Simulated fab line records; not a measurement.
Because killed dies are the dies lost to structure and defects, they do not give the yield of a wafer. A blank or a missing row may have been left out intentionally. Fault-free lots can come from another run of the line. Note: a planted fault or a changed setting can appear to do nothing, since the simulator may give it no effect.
Chamber matching | flow n5Finfet | 3 sister chambers for N5_BEOL_M6_PECVD_70 on pecvd-02
The step deposits SiO2 from TEOS/O2, target thk 20 nm, time 22.7 s. 6 wafers are shown with their chamber, then 7 later ones without.

== WAFERS, EACH WITH ITS CHAMBER ==
wafer  | chamber | showerheadPlenumPTorr (Torr) | throttleValvePct (%)
L074.2 | 1       | 8.76                         | 23.3
L086.4 | 1       | 8.74                         | 23.2
L087.4 | 2       | 8.65                         | 21.4
L087.5 | 0       | 8.80                         | 22.0
L088.2 | 2       | 8.64                         | 21.7
L088.3 | 0       | 8.80                         | 21.9

== WAFERS WHOSE CHAMBER IS MISSING ==
wafer  | showerheadPlenumPTorr (Torr) | throttleValvePct (%)
L088.5 | 8.62                         | 21.6
L090.2 | 8.76                         | 23.5
L090.3 | 8.81                         | 21.6
L090.4 | 8.82                         | 21.8
L091.1 | 8.76                         | 23.3
L091.3 | 8.81                         | 21.8
L091.6 | 8.65                         | 21.3

== WHICH CHAMBER EACH ONE RAN IN ==
wafer  | from the rows above | in truth
L088.5 | 2                   | 2
L090.2 | 1                   | 1
L090.3 | 0                   | 0
L090.4 | 0                   | 0
L091.1 | 1                   | 1
L091.3 | 0                   | 0
L091.6 | 2                   | 2
7 of 7 placed correctly. From these rows, 0 cannot be placed. Placed wrongly: 0.
How it was worked out, from the rows above alone: a wafer's distance from a chamber is the root of the sum, over the readings, of the square of ((its reading less the chamber's mean) divided by the reading's scatter). The wafer belongs to the nearest chamber; if the next one is less than 2 further off, it can't be placed. For every chamber, the mean is computed from those of its wafers that are shown. The scatter is the square root of a quotient: the sum, over the shown wafers, of each reading's squared deviation from its chamber's mean, divided by wafers minus chambers.
